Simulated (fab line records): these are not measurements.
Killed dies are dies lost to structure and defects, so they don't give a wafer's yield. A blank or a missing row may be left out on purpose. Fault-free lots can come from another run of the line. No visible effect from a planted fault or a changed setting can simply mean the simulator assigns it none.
Matching of chambers | flow nand-harc | NHARC_A_CHANNEL_HOLE_D1_ETCH_44 on rie-diel-12 has 4 sister chambers
The step etches the open film in CF4/O2, target depth 140 nm, overetch 14 nm, time 77 s. 14 wafers are shown with their chamber, then 7 later ones without.

## WAFERS, EACH WITH ITS CHAMBER
wafer  | chamber | drypump-motor-current-A (A) | showerhead-plenum-p-Torr (Torr) | rf-fwd-power-W (W)
L944.1 | 3       | 5.9                         | 1.40                            | 298.9
L944.3 | 2       | 5.3                         | 1.34                            | 298.2
L944.4 | 0       | 5.9                         | 1.42                            | 297.2
L945.1 | 1       | 5.0                         | 1.36                            | 295.2
L945.2 | 2       | 5.3                         | 1.34                            | 298.3
L945.4 | 0       | 5.9                         | 1.42                            | 297.4
L946.1 | 3       | 5.9                         | 1.40                            | 298.7
L946.2 | 2       | 5.3                         | 1.34                            | 298.0
L946.6 | 0       | 5.9                         | 1.42                            | 296.4
L947.1 | 0       | 5.9                         | 1.42                            | 297.1
L947.3 | 2       | 5.3                         | 1.34                            | 299.6
L947.4 | 3       | 5.9                         | 1.40                            | 299.1
L957.1 | 3       | 6.0                         | 1.39                            | 298.2
L957.2 | 2       | 5.3                         | 1.33                            | 296.1

SIGNATURES (averages over the wafers above)
reading                  | chamber 0 | chamber 1 | chamber 2 | chamber 3 | scatter within a chamber
drypump-motor-current-A  | 5.900     | 5.000     | 5.300     | 5.925     | 0.0274
showerhead-plenum-p-Torr | 1.4200    | 1.3600    | 1.3380    | 1.3975    | 0.00394
rf-fwd-power-W           | 297.025   | 295.200   | 298.040   | 298.725   | 0.855
Rule: a wafer lies at a distance from a chamber equal to the root of the sum of squares, over the readings, of (its reading less the chamber's mean, divided by the reading's scatter). The wafer belongs to the nearest chamber; if the next one is less than 2 further off, it can't be placed. The scatter: take each reading less its chamber's mean, square it, sum over the shown wafers, divide by the number of wafers less the number of chambers, and take the root.

## WAFERS MISSING THEIR CHAMBER
wafer  | drypump-motor-current-A (A) | showerhead-plenum-p-Torr (Torr) | rf-fwd-power-W (W)
L957.5 | 6.0                         | 1.41                            | 296.9
L966.1 | 5.3                         | 1.33                            | 297.5
L966.3 | 5.9                         | 1.41                            | 297.5
L966.5 | 5.9                         | 1.41                            | 296.9
L967.2 | 5.1                         | 1.35                            | 296.2
L967.3 | 5.9                         | 1.39                            | 299.4
L967.6 | 5.3                         | 1.33                            | 297.4

## CHAMBER TAKEN BY EACH
wafer  | from the rows above     | in truth
L957.5 | can't be placed: 0 or 3 | 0
L966.1 | 2                       | 2
L966.3 | can't be placed: 0 or 3 | 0
L966.5 | can't be placed: 0 or 3 | 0
L967.2 | 1                       | 1
L967.3 | 3                       | 3
L967.6 | 2                       | 2
Placed correctly: 4 of 7. Cannot be placed on the basis of these rows: 3; the candidates contain the true chamber in 3. Number placed wrongly: 0.
